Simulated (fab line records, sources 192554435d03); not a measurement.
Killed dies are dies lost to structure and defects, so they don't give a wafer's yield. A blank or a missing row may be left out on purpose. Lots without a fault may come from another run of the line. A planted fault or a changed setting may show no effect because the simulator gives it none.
Chamber matching | flow n5_finfet | N5_BEOL_M1_PECVD_72 on pecvd-04: 3 sister chambers
The step deposits SiO2 from TEOS/O2, target thk 16 nm, time 18 s. 6 wafers are shown with their chamber, then 9 later ones without.

WAFERS WITH THEIR CHAMBER
wafer  | chamber | throttle_valve_pct (%) | showerhead_plenum_p_Torr (Torr)
L082.6 | 0       | 21.2                   | 8.89
L083.4 | 1       | 22.9                   | 8.84
L083.6 | 2       | 20.7                   | 8.82
L086.1 | 1       | 23.0                   | 8.82
L086.2 | 2       | 20.7                   | 8.81
L086.3 | 0       | 21.0                   | 8.88

WAFERS WITHOUT THEIR CHAMBER
wafer  | throttle_valve_pct (%) | showerhead_plenum_p_Torr (Torr)
L089.3 | 21.3                   | 8.87
L089.4 | 20.9                   | 8.82
L089.6 | 22.8                   | 8.82
L092.1 | 21.3                   | 8.91
L092.2 | 23.1                   | 8.82
L092.5 | 21.1                   | 8.86
L097.2 | 23.2                   | 8.84
L097.3 | 20.9                   | 8.83
L097.5 | 21.0                   | 8.84

WHICH CHAMBER EACH WENT THROUGH
wafer  | from the rows above     | in truth
L089.3 | 0                       | 0
L089.4 | 2                       | 2
L089.6 | 1                       | 1
L092.1 | 0                       | 0
L092.2 | 1                       | 1
L092.5 | 0                       | 0
L097.2 | 1                       | 1
L097.3 | 2                       | 2
L097.5 | can't be placed: 2 or 0 | 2
Placed correctly: 8 of 9. Can't be placed from these rows: 1 (the true chamber is among the candidates in 1). Placed wrongly: 0.
How it was worked out, from the rows above alone: a wafer's distance from a chamber is the root of the sum, over the readings, of the square of ((its reading less the chamber's mean) divided by the reading's scatter). The wafer belongs to the nearest chamber; if the next one is less than 2 further off, it can't be placed. A chamber's mean is the mean of its shown wafers. The scatter: the root of (the sum of the squares of (reading less its chamber's mean) over the shown wafers, divided by (wafers less chambers)).
